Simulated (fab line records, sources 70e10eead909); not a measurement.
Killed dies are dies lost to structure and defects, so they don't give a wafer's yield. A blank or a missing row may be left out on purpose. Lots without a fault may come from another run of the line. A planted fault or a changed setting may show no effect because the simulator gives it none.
Chamber matching | flow nand_harc | NHARC_A_CHANNEL_FILL_D2_STRIP_28 on rie_diel-12: 4 sister chambers
The step strips in O2, time 20 s. 14 wafers are shown with their chamber, then 7 later ones without.

WAFERS WITH THEIR CHAMBER
wafer  | chamber | showerhead_plenum_p_Torr (Torr) | drypump_motor_current_A (A) | oes_product_au (a.u.)
L359.1 | 0       | 3.58                            | 5.5                         | 1.010
L359.4 | 3       | 3.56                            | 5.4                         | 0.997
L359.6 | 2       | 3.64                            | 4.8                         | 1.022
L360.2 | 2       | 3.64                            | 4.8                         | 1.009
L360.3 | 0       | 3.58                            | 5.5                         | 1.014
L360.4 | 1       | 3.37                            | 5.5                         | 1.003
L363.2 | 0       | 3.58                            | 5.6                         | 1.004
L363.5 | 2       | 3.64                            | 4.8                         | 1.012
L363.6 | 1       | 3.37                            | 5.6                         | 0.999
L364.1 | 1       | 3.37                            | 5.6                         | 0.994
L364.2 | 2       | 3.64                            | 4.8                         | 1.016
L364.4 | 0       | 3.58                            | 5.6                         | 1.002
L368.1 | 3       | 3.56                            | 5.4                         | 0.993
L368.4 | 1       | 3.36                            | 5.6                         | 1.002

SIGNATURES (means of the wafers above)
reading                  | chamber 0 | chamber 1 | chamber 2 | chamber 3 | scatter within a chamber
showerhead_plenum_p_Torr | 3.5800    | 3.3675    | 3.6400    | 3.5600    | 0.00274
drypump_motor_current_A  | 5.550     | 5.575     | 4.800     | 5.400     | 0.0418
oes_product_au           | 1.00750   | 0.99950   | 1.01475   | 0.99500   | 0.00493
Rule: a wafer's distance from a chamber is the root of the sum, over the readings, of the square of ((its reading less the chamber's mean) divided by the reading's scatter). The wafer belongs to the nearest chamber; if the next one is less than 2 further off, it can't be placed. The scatter: the root of (the sum of the squares of (reading less its chamber's mean) over the shown wafers, divided by (wafers less chambers)).

WAFERS WITHOUT THEIR CHAMBER
wafer  | showerhead_plenum_p_Torr (Torr) | drypump_motor_current_A (A) | oes_product_au (a.u.)
L368.6 | 3.64                            | 4.8                         | 1.019
L375.1 | 3.56                            | 5.4                         | 1.009
L375.2 | 3.36                            | 5.5                         | 1.000
L375.3 | 3.64                            | 4.9                         | 1.004
L380.1 | 3.58                            | 5.6                         | 1.001
L380.4 | 3.64                            | 4.9                         | 1.014
L380.6 | 3.58                            | 5.6                         | 1.007

WHICH CHAMBER EACH WENT THROUGH
wafer  | from the rows above | in truth
L368.6 | 2                   | 2
L375.1 | 3                   | 3
L375.2 | 1                   | 1
L375.3 | 2                   | 2
L380.1 | 0                   | 0
L380.4 | 2                   | 2
L380.6 | 0                   | 0
Placed correctly: 7 of 7. Can't be placed from these rows: 0. Placed wrongly: 0.
